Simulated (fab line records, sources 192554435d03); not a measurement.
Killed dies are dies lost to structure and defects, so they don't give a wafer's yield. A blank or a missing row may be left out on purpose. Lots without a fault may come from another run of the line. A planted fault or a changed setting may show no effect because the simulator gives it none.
fab line records | flow n5_finfet
record lots=10 wafers=28 last_day=21
route steps=1938 shown BEOL_M15@1809 PASSIVATION@1936
lots that met no fault: from a run of the same line without faults
start_h: hours from the record's first day to the start of the lot's first wafer shown | wait_h: hours since the lot's step before | " the same as in the row above | L1.1+2: a row that stands for several wafers | - no value, or no start given | * or withheld: withheld | < > ~ a bound
route shown NAME@n: a module of which the file shows steps, and the number in the route of the first | usual: mean/standard deviation of fault-free wafers | same: alike in all rows | chamber/n: place in a boat | sites: the reading at each site | _std_site: their standard deviation | _edge_site: outer sites' mean less inner sites' | radius_mm: how far each site lies from the wafer's centre | mask NAME#n: copy n | behind: the tool/chamber that last shaped the wafer | hold: why the lot was held/for how many hours/how that ended | device: the transistor (n, p or np) that didn't switch | end of line: the same wafers' tests at the end of the route | a step without rows: its recipe alone | killed: dies lost to structure and defects at the first sort, not the wafer's yield | map: a wafer's dies, x killed, . not, _ none there
set.NAME: the setting as run; set.NAME@STEP: as run at that earlier step | model.NAME: the simulator's own value behind a step, which no gauge read
steps of the route over a sample of lots; a table a step, a row a wafer
services: from which hour (start_h, from the record's first day; less than 0 if before it) a tool's chamber was out of use, for how many hours, and why
## steps
# step N5_BEOL_M15_TRENCH_ETCH_34
# recipe chemistry=C4F8/O2/Ar target=SiO2 target_depth_a=8729.3 he_inner_torr=15 he_outer_torr=30 time_s=199 ion_energy_ev=800 pressure_mtorr=20 source_w=1905 bias_w=2040 Ar_flow_sccm=400 C4F8_flow_sccm=16 O2_flow_sccm=12
# usual drypump_motor_current_A=5.6/0.43 oes_product_au=0.80/0.09 rf_fwd_power_W=1900/5.7 rf_vpp_V=2258/49 showerhead_plenum_p_Torr=3.46/0.11 throttle_valve_pct=30.84/0.25
# columns lot.wafer tool chamber start_h wait_h drypump_motor_current_A oes_product_au rf_fwd_power_W rf_hours_counter_h rf_vpp_V showerhead_plenum_p_Torr throttle_valve_pct
L661.1 rie_diel-06 1 333.95 0.0 5.5 0.76 1904 129 2250 3.55 30.41
L661.4 " 3 " " 6.1 0.90 1892 48 2272 3.51 31.10
L661.6 " 0 " " 5.8 0.74 1905 - 2273 3.42 31.04
L663.2 rie_diel-05 0 355.01 0.0 5.0 0.68 1901 222 2290 3.26 31.03
L663.4 " 3 " " 5.7 0.69 1895 - 2225 3.27 30.67
L663.6 " 0 " " 5.0 0.69 1896 - 2287 3.26 31.04
L669.3 rie_diel-05 2 385.61 0.0 6.1 0.73 1889 188 2199 3.58 31.03
L669.4 " 3 " " 5.8 0.70 1898 224 2225 3.26 30.70
L669.6 " 1 " " 5.5 0.96 1900 - 2299 3.53 30.89
L666.4 rie_diel-06 2 389.49 0.0 5.5 0.93 1899 20 2192 3.40 30.63
L666.5 " 1 " " 5.6 0.74 1898 - 2249 3.54 30.43
L666.6 " 0 " " 5.8 0.72 1903 - 2271 3.41 31.05
L677.3 rie_diel-02 1 427.77 0.0 6.4 0.74 1893 152 2294 3.56 30.70
L677.4 " 3 " " 5.7 0.75 1908 150 2360 3.28 31.13
L677.6 " 0 " " 4.8 0.87 1909 - 2286 3.60 31.13
L676.1 rie_diel-06 1 449.97 0.0 5.6 0.73 1903 165 2249 3.53 30.44
L676.2 " 0 " " 5.8 0.70 1891 202 2271 3.41 31.06
L676.4 " 3 " " 6.0 0.85 1897 85 2269 3.49 31.14
L675.2 rie_diel-02 0 452.84 0.0 4.8 0.84 1907 59 2287 3.59 31.10
L675.5 " 3 " " 5.7 0.75 1900 - 2358 3.27 31.15
L675.6 " 2 " " 5.1 0.86 1901 - 2198 3.47 30.55
L678.2 rie_diel-06 0 453.21 0.0 5.8 0.70 1895 203 2272 3.40 31.06
L678.4 " 2 " " 5.5 0.90 1908 35 2190 3.39 30.65
L679.2 rie_diel-06 0 465.95 0.0 5.8 0.70 1897 207 2273 3.40 31.06
L679.3 " 2 " " 5.6 0.89 1896 40 2190 3.39 30.67
L679.5 " 2 " " 5.5 0.89 1897 - 2191 3.39 30.65
L682.1 rie_diel-06 1 473.58 0.0 5.6 0.73 1887 173 2248 3.52 30.44
L682.6 " 3 " " 6.0 0.85 1895 - 2269 3.48 31.14
# step N5_BEOL_M15_STRIP_36
# recipe chemistry=O2 power_w=600 temp_c=60 pressure_mtorr=30 rf_frequency_hz=6e+07 bias_power_w=0 overash_fraction=0.3 o2_flow_sccm=225
# usual drypump_motor_current_A=5.6/0.45 oes_product_au=0.79/0.092 rf_vpp_V=3.9/0.92 showerhead_plenum_p_Torr=2.10/0.087 temp_c=59.99/0.11 throttle_valve_pct=16.65/0.24
# columns lot.wafer tool chamber start_h wait_h drypump_motor_current_A oes_product_au rf_hours_counter_h rf_vpp_V showerhead_plenum_p_Torr temp_c throttle_valve_pct
L661.1 rie_diel-05 0 340.98 6.8 5.0 0.68 217 3.9 2.00 59.98 16.90
L661.4 " 2 " " 6.1 0.72 172 3.6 2.18 59.94 16.63
L661.6 " 0 " " 5.0 0.68 - 2.6 1.99 59.85 16.94
L663.2 rie_diel-02 0 355.23 0.0 4.8 0.91 30 4.3 2.24 60.05 16.89
L663.4 " 3 " " 5.7 0.78 129 4.3 2.00 60.09 16.92
L663.6 " 3 " " 5.7 0.80 - 4.6 2.00 60.02 16.93
L669.3 rie_diel-06 0 389.11 3.3 5.8 0.73 188 3.8 2.05 60.22 16.81
L669.4 " 2 " " 5.6 0.92 20 3.6 2.04 59.88 16.12
L669.6 " 0 " " 5.8 0.73 - 4.3 2.05 60.17 16.80
L666.4 rie_diel-06 0 389.94 0.3 5.8 0.74 188 4.6 2.05 59.74 16.81
L666.5 " 1 " " 5.6 0.75 - 2.6 2.19 60.00 16.55
L666.6 " 2 " " 5.5 0.92 - 3.7 2.04 60.02 16.11
L677.3 rie_diel-05 0 428.29 0.3 5.0 0.67 246 3.2 1.98 59.72 16.95
L677.4 " 1 " " 5.6 0.92 14 4.1 2.11 60.12 16.30
L677.6 " 1 " " 5.5 0.91 - 5.3 2.11 59.99 16.32
L676.1 rie_diel-02 3 450.53 0.4 5.7 0.76 158 3.2 1.99 60.00 17.00
L676.2 " 2 " " 5.0 0.86 37 2.6 2.14 60.06 16.46
L676.4 " 0 " " 4.8 0.86 58 5.6 2.23 59.96 16.91
L675.2 rie_diel-05 1 454.25 1.2 5.5 0.90 24 4.5 2.11 59.95 16.34
L675.5 " 1 " " 5.6 0.88 - 6.1 2.11 59.84 16.34
L675.6 " 3 " " 5.7 0.66 - 3.5 1.96 60.02 16.69
L678.2 rie_diel-02 2 454.26 0.9 5.0 0.87 39 5.0 2.14 60.08 16.48
L678.4 " 0 " " 4.8 0.85 60 4.0 2.23 60.11 16.94
L679.2 rie_diel-02 2 474.07 7.9 5.0 0.86 48 4.7 2.14 59.95 16.52
L679.3 " 0 " " 4.8 0.84 68 6.1 2.22 60.11 16.95
L679.5 " 1 " " 6.4 0.74 - 4.0 2.21 60.07 16.82
L682.1 rie_diel-05 0 478.16 4.4 5.0 0.97 6 4.6 2.25 59.77 16.50
L682.6 " 1 " " 5.6 0.88 - 3.9 2.10 60.04 16.35
# step N5_BEOL_M15_SPUTTER_45
# recipe material=Cu target_thk_a=1000 temp_c=-20 bias_v=60 power_w=26000 chamber_pressure_pa=0.13 time_s=16.67
# usual cathode_dc_power_W=26000/4.7 chuck_gas_flow_sccm=1.26/0.047 throttle_valve_pct=29.9/0.7
# columns lot.wafer tool chamber start_h wait_h cathode_dc_power_W chuck_gas_flow_sccm throttle_valve_pct
L661.1 pvd_sputter-01 - 341.63 0.0 25997 1.39 29.5
L661.4 " - " " 25996 1.26 31.1
L661.6 " - " " 26004 1.27 29.5
L663.2 pvd_sputter-02 - 355.82 0.0 25997 1.25 29.8
L663.4 " - " " 26003 1.23 29.4
L663.6 " - " " 25997 1.24 30.4
L669.3 pvd_sputter-02 - 389.94 0.0 26010 1.24 29.2
L669.4 " - " " 26003 1.18 29.6
L669.6 " - " " 26005 1.33 29.9
L666.4 pvd_sputter-02 - 392.32 0.0 26008 1.31 30.4
L666.5 " - " " 25993 1.31 29.8
L666.6 " - " " 25993 1.19 30.0
L677.3 pvd_sputter-01 - 429.01 0.0 26007 1.26 29.5
L677.4 " - " " 25999 1.26 29.4
L677.6 " - " " 25998 1.28 29.3
L676.1 pvd_sputter-01 - 451.68 0.0 26008 1.31 31.1
L676.2 " - " " 26001 1.16 29.4
L676.4 " - " " 26001 1.25 29.3
L675.2 pvd_sputter-01 - 455.04 0.0 25998 1.23 31.1
L675.5 " - " " 25998 1.32 29.3
L675.6 " - " " 26000 1.27 31.1
L678.2 pvd_sputter-02 - 455.08 0.0 26001 1.32 29.7
L678.4 " - " " 25993 1.29 29.4
L679.2 pvd_sputter-02 - 474.78 0.0 26005 1.30 29.4
L679.3 " - " " 26003 1.22 30.5
L679.5 " - " " 25999 1.15 29.4
L682.1 pvd_sputter-02 - 479.20 0.0 26000 1.19 30.6
L682.6 " - " " 26001 1.29 30.0
# step N5_BEOL_M15_THK_MEAS_50
# recipe thk_meas_gauge=xrf reads=Cu_of_BEOL_M15_ECD_47
# usual M15_THK=845/23
# columns lot.wafer tool chamber start_h wait_h M15_THK[nm]
L661.1 film_metro-02 - 342.59 - 832
L661.4 " - " " 903
L661.6 " - " " 841
L663.2 film_metro-02 - 356.77 - 841
L663.4 " - " " 839
L663.6 " - " " 855
L669.3 film_metro-02 - 391.50 - 835
L669.4 " - " " 819
L669.6 " - " " 831
L666.4 film_metro-01 - 393.27 - 857
L666.5 " - " " 827
L666.6 " - " " 821
L677.3 film_metro-01 - 430.72 - 800
L677.4 " - " " 810
L677.6 " - " " 845
L676.1 film_metro-01 - 452.64 - 809
L676.2 " - " " 809
L676.4 " - " " 875
L675.2 film_metro-01 - 456.06 - 850
L675.5 " - " " 824
L675.6 " - " " 827
L678.2 film_metro-01 - 456.33 - 1057
L678.4 " - " " 865
L679.2 film_metro-02 - 475.88 - 1078
L679.3 " - " " 888
L679.5 " - " " 874
L682.1 film_metro-01 - 480.36 - 830
L682.6 " - " " 1156
# step N5_BEOL_M15_RS_MEAS_54
# recipe thk_meas_gauge=four-point-probe reads=Cu_of_BEOL_M15_ECD_47+Ta_of_BEOL_M15_SPUTTER_44+TaN_of_BEOL_M15_SPUTTER_43
# usual M15_RS=0.0217/0.00054
# columns lot.wafer tool chamber start_h wait_h M15_RS[ohm/sq]
L661.1 film_metro-02 - 342.71 0.0 0.0221
L661.4 " - " " 0.0205
L661.6 " - " " 0.0220
L663.2 film_metro-01 - 356.92 0.1 0.0221
L663.4 " - " " 0.0222
L663.6 " - " " 0.0217
L669.3 film_metro-01 - 391.62 0.1 0.0216
L669.4 " - " " 0.0220
L669.6 " - " " 0.0217
L666.4 film_metro-02 - 393.40 0.0 0.0212
L666.5 " - " " 0.0222
L666.6 " - " " 0.0223
L677.3 film_metro-01 - 430.88 0.1 0.0225
L677.4 " - " " 0.0222
L677.6 " - " " 0.0213
L676.1 film_metro-01 - 452.77 0.0 0.0223
L676.2 " - " " 0.0224
L676.4 " - " " 0.0206
L675.2 film_metro-02 - 456.19 0.1 0.0215
L675.5 " - " " 0.0221
L675.6 " - " " 0.0220
L678.2 film_metro-02 - 456.46 0.1 0.0173
L678.4 " - " " 0.0211
L679.2 film_metro-01 - 476.01 0.1 0.0172
L679.3 " - " " 0.0209
L679.5 " - " " 0.0211
L682.1 film_metro-01 - 480.52 0.1 0.0221
L682.6 " - " " 0.0158
# step N5_BEOL_M15_INSPECT_55
# recipe inspect_instrument=darkfield mode=post_dep
# usual raw_defect_count=72/23
# columns lot.wafer tool chamber start_h wait_h raw_defect_count
L661.1 defect_inspect-02 - 342.74 0.0 55
L661.4 " - " " 54
L661.6 " - " " 56
L663.2 defect_inspect-02 - 356.94 0.0 72
L663.4 " - " " 37
L663.6 " - " " 64
L669.3 defect_inspect-01 - 391.65 0.0 80
L669.4 " - " " 59
L669.6 " - " " 49
L666.4 defect_inspect-02 - 393.43 0.0 67
L666.5 " - " " 75
L666.6 " - " " 92
L677.3 defect_inspect-01 - 430.90 0.0 55
L677.4 " - " " 82
L677.6 " - " " 84
L676.1 defect_inspect-01 - 452.80 0.0 85
L676.2 " - " " 107
L676.4 " - " " 63
L675.2 defect_inspect-01 - 456.21 0.0 79
L675.5 " - " " 58
L675.6 " - " " 65
L678.2 defect_inspect-02 - 456.48 0.0 36
L678.4 " - " " 70
L679.2 defect_inspect-01 - 476.04 0.0 94
L679.3 " - " " 94
L679.5 " - " " 45
L682.1 defect_inspect-02 - 480.55 0.0 76
L682.6 " - " " 71
# step N5_PASSIVATION_PROBE_49
# usual defect_limited_yield=90.9/1.6 killed_at_M0_to_M3=37/11 killed_at_M4_up=15/5.6 killed_at_contacts=13/6.4 killed_at_front_end=39/11 killed_at_other=4/3.1 killed_dies=107/19 killed_open=71/14 killed_short=34/7.8 sort_bin_5_function=5.3/1 sort_bin_6_memory=3.4/0.72 sort_bin_8_speed=0.0/0.42 sort_n_pass=1072/20 sort_yield_pct=90.9/1.7
# same gross_dies=1180 killed_at_back_side=0 sort_bin_4_leakage[%]=0
# columns lot.wafer tool chamber start_h wait_h defect_limited_yield[%] killed_at_M0_to_M3 killed_at_M4_up killed_at_contacts killed_at_front_end killed_at_other killed_dies killed_open killed_short sort_bin_5_function[%] sort_bin_6_memory[%] sort_bin_8_speed[%] sort_n_pass sort_yield_pct[%]
L682.6 prober-02 - 496.42 0.3 93.1 42 11 5 21 2 81 50 27 4.4 2.3 0 1099 93.1
# killed by level:class
L682.6 BEOL_M0_SAQP:geometric_particle:short=13 BEOL_M2:geometric_particle:open=8 FIN_SAQP:geometric_particle:open=6 BEOL_M3:geometric_particle:open=6 BEOL_M0_SAQP:geometric_particle:open=5 DUMMY_GATE:geometric_particle:open=4 BEOL_M4:geometric_particle:open=4 BEOL_M1:geometric_particle:open=4
## services
# columns tool chamber start_h hours kind
rie_diel-02 2 317.30 - clean
rie_diel-02 2 317.30 - consumable_replace:focus_ring
rie_diel-02 2 317.30 12.3 scheduled_down
rie_diel-02 2 317.30 12.3 vent_cycle
rie_diel-05 0 344.40 2.8 repair
rie_diel-05 1 347.18 - clean
rie_diel-05 1 347.18 - consumable_replace:esc
rie_diel-05 1 347.18 - consumable_replace:focus_ring
rie_diel-05 1 347.18 37.7 scheduled_down
rie_diel-05 1 347.18 37.7 vent_cycle
rie_diel-02 1 367.74 5.0 repair
rie_diel-06 0 401.30 8.8 repair
rie_diel-06 0 411.47 6.5 repair
rie_diel-02 2 417.51 2.8 repair
rie_diel-06 2 431.53 15.6 repair
rie_diel-05 0 444.10 - clean
rie_diel-05 0 444.10 - consumable_replace:focus_ring
rie_diel-05 0 444.10 - consumable_replace:showerhead
rie_diel-05 0 444.10 18.9 scheduled_down
rie_diel-05 0 444.10 18.9 vent_cycle
rie_diel-05 3 463.05 - clean
rie_diel-05 3 463.05 - consumable_replace:focus_ring
rie_diel-05 3 463.05 - consumable_replace:showerhead
pvd_sputter-02 - 472.31 0.6 repair
## key
first_sign step=N5_BEOL_M15_THK_MEAS_50 reading=M15_THK direction=up sigmas=11 usual=845 struck=1097
effect step=N5_BEOL_M15_RS_MEAS_54 reading=M15_RS direction=down sigmas=9.1 usual=0.0217 struck=0.0168
met_at N5_BEOL_M15_TRENCH_ETCH_34
struck_lots L678,L679,L682
struck_wafers L678.2,L679.2,L682.6
not_acting_at N5_BEOL_M15_STRIP_36,N5_BEOL_M15_SPUTTER_45,N5_BEOL_M15_INSPECT_55
onset_between 449.97 453.21
fault kind=process_parameter_drift tool=rie_diel-06 chamber=- onset_h=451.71 steps=N5_BEOL_M15_TRENCH_ETCH_34 channel=time_s offset=* shape=step end_h=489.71 scope=struck_wafers_only acts_in=* stated=*
